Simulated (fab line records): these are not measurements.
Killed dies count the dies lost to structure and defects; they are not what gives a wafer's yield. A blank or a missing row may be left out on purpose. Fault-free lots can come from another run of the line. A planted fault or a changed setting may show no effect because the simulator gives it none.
Which of the tools did it?    flow n5 finfet    24 lots with 72 wafers sampled at 6 steps, on a route of 1938 steps

## WHAT EACH GAUGE READ, for each wafer
N5_BEOL_M9_CD_MEAS_28: target cd 70 nm. Usual: cd nm reads 70.02 nm (standard deviation 0.23).
lot   measured      on         cd nm (nm)         flag
L074  day 11 12:12  cd sem-01  70.16 70.02 70.02  
L075  day 12 05:46  cd sem-03  70.26 69.78 70.13  
L077  day 12 10:35  cd sem-01  70.45 69.99 70.33  
L078  day 12 17:26  cd sem-02  69.99 69.99 70.18  
L076  day 12 17:49  cd sem-01  70.03 69.94 69.97  
L079  day 12 20:44  cd sem-01  69.77 69.80 70.05  
L081  day 13 03:29  cd sem-03  70.38 70.18 70.06  
L082  day 13 13:47  cd sem-02  70.61 69.88 70.38  
L080  day 13 14:05  cd sem-03  69.96 69.85 69.71  
L083  day 13 19:23  cd sem-02  69.98 69.87 70.11  
L084  day 13 21:47  cd sem-01  70.04 70.03 70.18  
L085  day 14 13:28  cd sem-03  70.23 70.30 69.71  
L086  day 14 17:17  cd sem-02  70.22 69.55 70.28  
L088  day 14 22:55  cd sem-02  69.82 69.64 70.03  
L087  day 14 23:26  cd sem-02  69.94 70.11 70.04  
L089  day 15 20:31  cd sem-01  70.02 70.28 69.78  
L090  day 16 06:55  cd sem-01  69.68 69.93 69.79  
L092  day 16 08:10  cd sem-02  70.05 69.76 69.65  
L093  day 16 08:14  cd sem-03  70.18 70.07 70.41  
L091  day 16 18:11  cd sem-03  69.95 69.88 69.86  
L096  day 17 13:31  cd sem-03  70.00 70.11 69.72  
L095  day 17 20:38  cd sem-01  70.04 70.02 70.17  
L097  day 18 04:25  cd sem-01  70.33 69.66 69.94  
L094  day 18 06:00  cd sem-01  69.80 69.98 70.35  

N5_BEOL_M10_OVL_MEAS_12. Usual: M10_OVL typically reads 0.1 nm, with standard deviation 0.89.
lot   measured      on          M10_OVL (nm)    flag
L074  day 11 21:10  overlay-02  -0.1 0.4 -1.1   
L075  day 12 11:04  overlay-02  -0.1 0.0 -0.9   
L077  day 12 16:10  overlay-02  1.2 -0.3 0.7    
L078  day 12 23:07  overlay-02  -0.5 0.2 -1.2   
L076  day 13 00:11  overlay-01  0.4 1.4 0.4     
L079  day 13 02:45  overlay-02  0.9 0.7 -0.4    
L081  day 13 09:38  overlay-01  0.7 -1.0 0.0    
L082  day 13 20:24  overlay-01  -1.5 -0.2 0.1   
L080  day 13 20:50  overlay-01  0.4 1.0 0.1     
L083  day 14 00:35  overlay-01  0.5 1.1 1.9     
L084  day 14 03:01  overlay-02  1.3 0.7 1.8     
L085  day 14 20:23  overlay-02  -0.7 -0.2 -0.9  
L086  day 15 03:53  overlay-02  -0.3 -0.1 1.4   
L088  day 15 07:29  overlay-02  0.3 1.2 -0.6    
L087  day 15 07:14  overlay-01  -0.8 -0.8 -1.5  
L089  day 16 01:29  overlay-02  -0.5 -0.4 0.4   
L090  day 16 13:00  overlay-02  1.1 1.1 -0.4    
L092  day 16 15:14  overlay-01  0.7 -0.2 0.5    
L093  day 16 15:25  overlay-01  0.6 -0.1 0.7    
L091  day 17 02:16  overlay-01  1.0 1.5 -1.1    
L096  day 17 18:52  overlay-02  -0.9 1.4 -0.4   
L095  day 18 03:21  overlay-01  -0.6 -2.0 -1.5  
L097  day 18 11:55  overlay-02  -1.4 0.4 -0.1   
L094  day 18 15:13  overlay-01  1.9 1.7 0.1     

## TOOL THAT RAN EACH LOT (tool first, then ch and the chambers of the sampled wafers, then the start)
lot   N5_BEOL_M8_STRIP_36                 N5_BEOL_M8_TRENCH_ETCH_37                      N5_BEOL_M9_STRIP_80                            N5_BEOL_M9_CMP_52
L074  rie diel-01 ch 2,3, day 11 01:19    rie diel-01 ch 2,3, day 11 12:12 or earlier    rie diel-05 ch 0,3, day 11 16:45 or earlier    cmp-04 ch 2,3, day 11 16:45
L075  rie diel-04 ch 0,2, day 11 23:08    rie diel-04 ch 0,2, day 12 05:46 or earlier    rie diel-02 ch 0,2,3, day 12 08:44 or earlier  cmp-04 ch 0,1,2, day 12 08:44
L077  rie diel-06 ch 0,1,2, day 12 04:38  rie diel-06 ch 0,1,2, day 12 10:35 or earlier  rie diel-03 ch 0,1, day 12 13:41 or earlier    cmp-02 ch 0,2,3, day 12 13:41
L078  rie diel-01 ch 0,1,2, day 12 10:00  rie diel-01 ch 0,1,2, day 12 17:26 or earlier  rie diel-03 ch 0,1, day 12 21:03 or earlier    cmp-02 ch 0,1,3, day 12 21:03
L076  rie diel-01 ch 0,1,2, day 12 11:29  rie diel-01 ch 0,1,2, day 12 17:49 or earlier  rie diel-02 ch 0,1,3, day 12 21:26 or earlier  cmp-02 ch 1,2,3, day 12 21:26
L079  rie diel-04 ch 0,1,2, day 12 15:23  rie diel-04 ch 0,1,2, day 12 20:44 or earlier  rie diel-03 ch 0,1,3, day 13 00:13 or earlier  cmp-02 ch 0,2,3, day 13 00:13
L081  rie diel-06 ch 0,3, day 12 21:11    rie diel-06 ch 0,3, day 13 03:29 or earlier    rie diel-03 ch 0,2, day 13 06:55 or earlier    cmp-02 ch 0,2, day 13 06:55
L082  rie diel-01 ch 1,2,3, day 13 01:25  rie diel-01 ch 1,2,3, day 13 13:47 or earlier  rie diel-02 ch 1,2,3, day 13 16:49 or earlier  cmp-04 ch 0,1,2, day 13 16:49
L080  rie diel-01 ch 0,1, day 13 04:10    rie diel-01 ch 0,1, day 13 14:05 or earlier    rie diel-03 ch 2,3, day 13 17:35 or earlier    cmp-03 ch 0,1, day 13 17:35
L083  rie diel-06 ch 0,3, day 13 14:01    rie diel-06 ch 0,3, day 13 19:23 or earlier    rie diel-03 ch 0,2,3, day 13 22:22 or earlier  cmp-02 ch 0,1, day 13 22:22
L084  rie diel-01 ch 0,1,2, day 13 14:11  rie diel-01 ch 0,1,2, day 13 21:47 or earlier  rie diel-03 ch 0,1,3, day 14 00:34 or earlier  cmp-04 ch 0,1,3, day 14 00:34
L085  rie diel-01 ch 2,3, day 14 07:29    rie diel-01 ch 2,3, day 14 13:28 or earlier    rie diel-02 ch 0,1, day 14 18:10 or earlier    cmp-02 ch 1,2,3, day 14 18:10
L086  rie diel-06 ch 1,2,3, day 14 09:17  rie diel-06 ch 1,2,3, day 14 17:17 or earlier  rie diel-05 ch 1,3, day 14 23:24 or earlier    cmp-03 ch 0,2,3, day 14 23:24
L088  rie diel-04 ch 0,1,3, day 14 10:49  rie diel-04 ch 0,1,3, day 14 22:55 or earlier  rie diel-02 ch 1,3, day 15 04:52 or earlier    cmp-02 ch 0,2,3, day 15 04:52
L087  rie diel-01 ch 1,2, day 14 11:13    rie diel-01 ch 1,2, day 14 23:26 or earlier    rie diel-05 ch 1,2,3, day 15 05:10 or earlier  cmp-04 ch 0,1,2, day 15 05:10
L089  rie diel-04 ch 1,2, day 15 13:47    rie diel-04 ch 1,2, day 15 20:31 or earlier    rie diel-03 ch 1,2,3, day 15 23:08 or earlier  cmp-03 ch 1,2,3, day 15 23:08
L090  rie diel-06 ch 1,3, day 16 00:26    rie diel-06 ch 1,3, day 16 06:55 or earlier    rie diel-03 ch 0,1,3, day 16 10:17 or earlier  cmp-04 ch 0,1,3, day 16 10:17
L092  rie diel-01 ch 0,1,3, day 16 00:37  rie diel-01 ch 0,1,3, day 16 08:10 or earlier  rie diel-05 ch 0,3, day 16 13:20 or earlier    cmp-02 ch 0,1, day 16 13:20
L093  rie diel-06 ch 2,3, day 16 00:50    rie diel-06 ch 2,3, day 16 08:14 or earlier    rie diel-03 ch 0,1,3, day 16 13:28 or earlier  cmp-03 ch 0,2,3, day 16 13:28
L091  rie diel-06 ch 1,3, day 16 08:22    rie diel-06 ch 1,3, day 16 18:11 or earlier    rie diel-05 ch 0,2, day 16 22:35 or earlier    cmp-03 ch 0,1,2, day 16 22:35
L096  rie diel-04 ch 0,1,2, day 17 05:05  rie diel-04 ch 0,1,2, day 17 13:31 or earlier  rie diel-05 ch 0,2,3, day 17 16:31 or earlier  cmp-04 ch 0,1,3, day 17 16:31
L095  rie diel-04 ch 1,2,3, day 17 11:37  rie diel-04 ch 1,2,3, day 17 20:38 or earlier  rie diel-02 ch 0,2,3, day 18 00:59 or earlier  cmp-02 ch 0,2,3, day 18 00:59
L097  rie diel-06 ch 1,2,3, day 17 21:04  rie diel-06 ch 1,2,3, day 18 04:25 or earlier  rie diel-05 ch 0,1, day 18 07:59 or earlier    cmp-02 ch 0,1, day 18 07:59
L094  rie diel-06 ch 1,2, day 17 21:27    rie diel-06 ch 1,2, day 18 06:00 or earlier    rie diel-05 ch 0,1, day 18 12:52 or earlier    cmp-02 ch 1,3, day 18 12:52
- N5_BEOL_M8_STRIP_36: strips in N2/H2.
- N5_BEOL_M8_TRENCH_ETCH_37: etches SiCOH lowk in C4F6/O2, target depth 93.478 nm, time 31.2 s.
- N5_BEOL_M9_STRIP_80: strips in N2/H2, time 10 s.
- N5_BEOL_M9_CMP_52: polishes, stops on SiCOH lowk, t overpolish 7 s, target thk 140 nm.

## AS READ BY THE TOOLS THEMSELVES (means over the sampled wafers that have a number; for cases with no such wafer, the mark the record gives instead)
N5_BEOL_M8_STRIP_36. Usual: drypump motor current A 5.8 A, standard deviation 0.4; oes product au 0.76 a.u., standard deviation 0.059; rf vpp V 59.2 V, standard deviation 1.5; showerhead plenum p Torr 2.56 Torr, standard deviation 0.066; throttle valve pct 23.70 %, standard deviation 0.24.
lot   tool         drypump motor current A (A)  oes product au (a.u.)  rf vpp V (V)  showerhead plenum p Torr (Torr)  throttle valve pct (%)  flag
L074  rie diel-01  5.8                          0.78                   59.7          2.51                             23.75                   
L075  rie diel-04  5.8                          0.76                   60.1          2.64                             24.06                   
L077  rie diel-06  5.6                          0.76                   59.2          2.57                             23.78                   
L078  rie diel-01  5.9                          0.80                   59.2          2.56                             23.74                   
L076  rie diel-01  5.9                          0.82                   59.4          2.56                             23.76                   
L079  rie diel-04  5.7                          0.78                   59.7          2.62                             23.66                   
L081  rie diel-06  5.9                          0.72                   60.3          2.51                             23.77                   
L082  rie diel-01  5.9                          0.78                   58.9          2.52                             23.75                   
L080  rie diel-01  5.8                          0.80                   59.9          2.63                             23.77                   
L083  rie diel-06  5.9                          0.73                   59.4          2.51                             23.77                   
L084  rie diel-01  5.9                          0.81                   56.5          2.55                             23.75                   
L085  rie diel-01  5.8                          0.75                   57.4          2.50                             23.82                   
L086  rie diel-06  5.6                          0.74                   59.9          2.56                             23.70                   
L088  rie diel-04  6.1                          0.77                   59.5          2.61                             23.32                   
L087  rie diel-01  6.1                          0.79                   58.3          2.48                             23.73                   
L089  rie diel-04  5.4                          0.88                   58.9          2.58                             23.76                   
L090  rie diel-06  5.7                          0.76                   59.6          2.54                             23.73                   
L092  rie diel-01  5.7                          0.75                   59.1          2.57                             23.79                   
L093  rie diel-06  5.4                          0.70                   57.9          2.58                             23.73                   
L091  rie diel-06  5.8                          0.76                   59.3          2.54                             23.73                   
L096  rie diel-04  5.7                          0.82                   58.6          2.60                             23.60                   
L095  rie diel-04  5.7                          0.79                   59.5          2.57                             23.53                   
L097  rie diel-06  5.5                          0.72                   58.8          2.55                             23.76                   
L094  rie diel-06  5.5                          0.74                   58.9          2.56                             23.75                   

N5_BEOL_M8_TRENCH_ETCH_37. Usual: drypump motor current A 5.8 A, standard deviation 0.4; oes product au 0.76 a.u., standard deviation 0.059; rf vpp V 667 V, standard deviation 7.8; showerhead plenum p Torr 2.87 Torr, standard deviation 0.066; throttle valve pct 20.98 %, standard deviation 0.16.
lot   tool         drypump motor current A (A)  oes product au (a.u.)  rf vpp V (V)  showerhead plenum p Torr (Torr)  throttle valve pct (%)  flag
L074  rie diel-01  5.8                          0.79                   667           2.83                             21.12                   
L075  rie diel-04  5.7                          0.76                   670           2.94                             21.21                   
L077  rie diel-06  5.6                          0.75                   668           2.87                             20.97                   
L078  rie diel-01  5.9                          0.81                   668           2.87                             21.00                   
L076  rie diel-01  6.0                          0.81                   667           2.87                             21.01                   
L079  rie diel-04  5.7                          0.77                   664           2.92                             20.96                   
L081  rie diel-06  5.9                          0.72                   658           2.83                             20.98                   
L082  rie diel-01  5.8                          0.78                   665           2.83                             21.08                   
L080  rie diel-01  5.8                          0.80                   673           2.94                             20.97                   
L083  rie diel-06  5.9                          0.72                   658           2.83                             21.01                   
L084  rie diel-01  5.9                          0.80                   668           2.86                             21.02                   
L085  rie diel-01  5.8                          0.76                   666           2.82                             21.17                   
L086  rie diel-06  5.6                          0.74                   671           2.87                             20.94                   
L088  rie diel-04  6.1                          0.77                   666           2.92                             20.76                   
L087  rie diel-01  6.1                          0.79                   662           2.79                             21.09                   
L089  rie diel-04  5.4                          0.88                   666           2.88                             20.93                   
L090  rie diel-06  5.8                          0.77                   673           2.85                             21.02                   
L092  rie diel-01  5.7                          0.76                   670           2.89                             21.07                   
L093  rie diel-06  5.4                          0.70                   669           2.89                             20.90                   
L091  rie diel-06  5.8                          0.75                   672           2.84                             21.02                   
L096  rie diel-04  5.7                          0.83                   663           2.90                             20.88                   
L095  rie diel-04  5.7                          0.78                   667           2.88                             20.86                   
L097  rie diel-06  5.6                          0.71                   670           2.86                             20.99                   
L094  rie diel-06  5.5                          0.73                   676           2.87                             21.00                   

N5_BEOL_M9_STRIP_80. Usual: drypump motor current A 5.7 A, standard deviation 0.38; oes product au 0.77 a.u., standard deviation 0.084; rf vpp V 59.1 V, standard deviation 0.91; showerhead plenum p Torr 2.52 Torr, standard deviation 0.084; throttle valve pct 23.80 %, standard deviation 0.24.
lot   tool         drypump motor current A (A)  oes product au (a.u.)  rf vpp V (V)  showerhead plenum p Torr (Torr)  throttle valve pct (%)  flag
L074  rie diel-05  6.2                          0.73                   58.9          2.52                             23.81                   
L075  rie diel-02  5.6                          0.84                   58.8          2.49                             23.72                   
L077  rie diel-03  5.9                          0.76                   58.9          2.61                             24.06                   
L078  rie diel-03  5.9                          0.75                   60.0          2.61                             24.06                   
L076  rie diel-02  5.4                          0.79                   58.4          2.48                             23.81                   
L079  rie diel-03  5.7                          0.73                   60.0          2.60                             24.00                   
L081  rie diel-03  5.9                          0.75                   59.9          2.58                             23.87                   
L082  rie diel-02  5.8                          0.76                   58.9          2.43                             23.84                   
L080  rie diel-03  5.6                          0.68                   58.4          2.47                             23.69                   
L083  rie diel-03  5.7                          0.71                   59.2          2.56                             23.79                   
L084  rie diel-03  5.7                          0.72                   59.1          2.60                             24.01                   
L085  rie diel-02  5.3                          0.79                   59.0          2.47                             23.91                   
L086  rie diel-05  5.7                          0.80                   59.2          2.55                             23.72                   
L088  rie diel-02  5.7                          0.70                   58.1          2.41                             23.96                   
L087  rie diel-05  6.0                          0.80                   59.7          2.52                             23.69                   
L089  rie diel-03  5.6                          0.68                   59.0          2.51                             23.92                   
L090  rie diel-03  5.7                          0.71                   59.3          2.59                             24.02                   
L092  rie diel-05  6.0                          0.87                   58.6          2.49                             23.57                   
L093  rie diel-03  5.7                          0.71                   59.2          2.59                             24.02                   
L091  rie diel-05  5.9                          0.92                   59.5          2.48                             23.42                   
L096  rie diel-05  6.1                          0.83                   60.1          2.48                             23.65                   
L095  rie diel-02  5.6                          0.77                   58.5          2.47                             23.77                   
L097  rie diel-05  5.7                          0.88                   58.7          2.51                             23.46                   
L094  rie diel-05  5.5                          0.84                   59.3          2.53                             23.56                   

N5_BEOL_M9_CMP_52. Usual: barrier field endpoint s 29.1 s, standard deviation 0.67; clearing platen down force psi 1.500 psi, standard deviation 0.003; motor current A 6.2 A, standard deviation 0.69; overpolish run s 6.999 s, standard deviation 0.0085; slurry filter dp kPa 13.49 kPa, standard deviation 0.13; time to endpoint s 66.7 s, standard deviation 2.6.
lot   tool    barrier field endpoint s (s)  clearing platen down force psi (psi)  motor current A (A)  overpolish run s (s)  slurry filter dp kPa (kPa)  time to endpoint s (s)  flag
L074  cmp-04  30.1                          1.502                                 6.2                  6.993                 13.42                       69.4                    
L075  cmp-04  28.7                          1.499                                 6.1                  7.005                 13.50                       66.0                    
L077  cmp-02  28.2                          1.500                                 5.7                  6.985                 13.38                       65.5                    
L078  cmp-02  29.4                          1.505                                 5.7                  6.998                 13.45                       69.3                    
L076  cmp-02  29.2                          1.499                                 5.7                  7.006                 13.52                       69.0                    
L079  cmp-02  30.0                          1.503                                 5.9                  6.995                 13.62                       68.0                    
L081  cmp-02  29.3                          1.502                                 5.8                  7.000                 13.44                       67.4                    
L082  cmp-04  28.1                          1.499                                 6.2                  7.008                 13.46                       65.3                    
L080  cmp-03  29.5                          1.500                                 7.5                  7.004                 13.59                       63.7                    
L083  cmp-02  29.2                          1.501                                 5.9                  7.000                 13.53                       68.8                    
L084  cmp-04  28.7                          1.499                                 6.3                  6.998                 13.67                       63.1                    
L085  cmp-02  29.5                          1.501                                 5.8                  7.004                 13.62                       66.0                    
L086  cmp-03  29.2                          1.501                                 6.6                  6.998                 13.58                       64.0                    
L088  cmp-02  29.3                          1.499                                 5.9                  6.999                 13.50                       67.7                    
L087  cmp-04  29.1                          1.501                                 6.1                  7.002                 13.51                       64.6                    
L089  cmp-03  28.4                          1.496                                 7.2                  6.999                 13.49                       68.0                    
L090  cmp-04  28.8                          1.501                                 6.1                  7.001                 13.55                       64.9                    
L092  cmp-02  28.2                          1.502                                 5.8                  6.997                 13.54                       65.8                    
L093  cmp-03  28.7                          1.501                                 6.4                  7.003                 13.50                       64.3                    
L091  cmp-03  29.5                          1.501                                 7.2                  6.998                 13.44                       70.2                    
L096  cmp-04  28.4                          1.500                                 6.3                  7.001                 13.56                       67.8                    
L095  cmp-02  28.4                          1.499                                 6.0                  6.998                 13.48                       65.6                    
L097  cmp-02  29.6                          1.500                                 6.1                  7.001                 13.41                       66.5                    
L094  cmp-02  28.8                          1.500                                 5.7                  7.002                 13.46                       66.6                    

## THE ANSWER, worked out from the rows above alone
Rule: take the mean of a lot's wafers that have a number; if it is more than 3 standard deviations from the usual mean, the lot is off. A lot without any number at a reading at which 4 lots or more have one is off too. Any other lot the step has rows for is counted as sound. The gauges are gone through in route order, then the tools' own readings, and for those a lot's mean is taken as printed above. The first step at which some lot is off is used, and at that step the reading that is off furthest; a lot without a number counts as furthest.
Across all readings shown, no lot is off: no conclusion can be drawn from this.

## WHAT HAD BEEN PUT IN BY THE SIMULATOR
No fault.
